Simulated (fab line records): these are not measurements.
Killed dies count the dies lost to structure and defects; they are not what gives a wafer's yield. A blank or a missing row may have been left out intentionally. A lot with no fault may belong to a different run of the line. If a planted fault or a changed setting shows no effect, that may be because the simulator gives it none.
Matching of chambers	flow nand-harc	NHARC_A_CONTACT_ETCH_88 on rie-diel-10: 4 sister chambers
The step etches the open film in CF4, target depth 39 nm, time 65 s. 18 wafers are shown with their chamber, then 9 later ones without.

## WAFERS WITH THEIR CHAMBER
wafer	chamber	drypump-motor-current-A (A)	showerhead-plenum-p-Torr (Torr)	oes-product-au (a.u.)
L076.1	1	5.5	1.87	0.996
L076.4	3	5.7	1.78	0.997
L076.5	1	5.5	1.87	1.001
L080.1	3	5.8	1.77	0.965
L080.2	2	5.1	1.88	1.011
L080.6	2	5.1	1.88	0.995
L084.1	2	5.1	1.88	1.006
L084.2	0	5.0	1.88	0.989
L084.3	3	5.7	1.77	0.981
L084.4	1	5.5	1.86	0.982
L084.5	2	5.1	1.88	1.014
L084.6	3	5.8	1.77	0.979
L086.1	3	5.7	1.77	0.974
L086.3	2	5.1	1.88	1.006
L086.4	0	5.0	1.87	0.987
L088.2	1	5.5	1.86	0.988
L088.5	1	5.5	1.86	0.984
L088.6	0	5.0	1.87	0.999

SIGNATURES (averages over the wafers above)
reading	chamber 0	chamber 1	chamber 2	chamber 3	scatter within a chamber
drypump-motor-current-A	5.000	5.500	5.100	5.740	0.0293
showerhead-plenum-p-Torr	1.8733	1.8640	1.8800	1.7720	0.00436
oes-product-au	0.99167	0.99020	1.00640	0.97920	0.00887
Rule: for each reading, subtract the chamber's mean from the wafer's reading, divide by that reading's scatter and square the result; add these up over the readings and take the root, which gives the wafer's distance from the chamber. If the next closest chamber is less than 2 further off than the closest, the wafer can't be placed; otherwise it belongs to the closest. The scatter: take each reading less its chamber's mean, square it, sum over the shown wafers, divide by the number of wafers less the number of chambers, and take the root.

## WAFERS WITH NO CHAMBER GIVEN
wafer	drypump-motor-current-A (A)	showerhead-plenum-p-Torr (Torr)	oes-product-au (a.u.)
L094.1	5.7	1.76	0.985
L094.2	5.5	1.85	0.985
L094.3	5.0	1.87	1.006
L094.4	5.1	1.87	1.016
L094.5	5.7	1.76	0.986
L094.6	5.1	1.87	1.017
L097.1	5.0	1.87	0.994
L097.3	5.8	1.76	0.985
L097.5	5.5	1.85	0.980

## WHICH CHAMBER EACH ONE RAN IN
wafer	from the rows above	in truth
L094.1	3	3
L094.2	1	1
L094.3	0	0
L094.4	can't be placed: 2 or 0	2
L094.5	3	3
L094.6	can't be placed: 2 or 0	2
L097.1	0	0
L097.3	3	3
L097.5	1	1
7 of 9 placed correctly. Can't be placed from these rows: 2 (the true chamber is among the candidates in 2). Placed wrongly: 0.
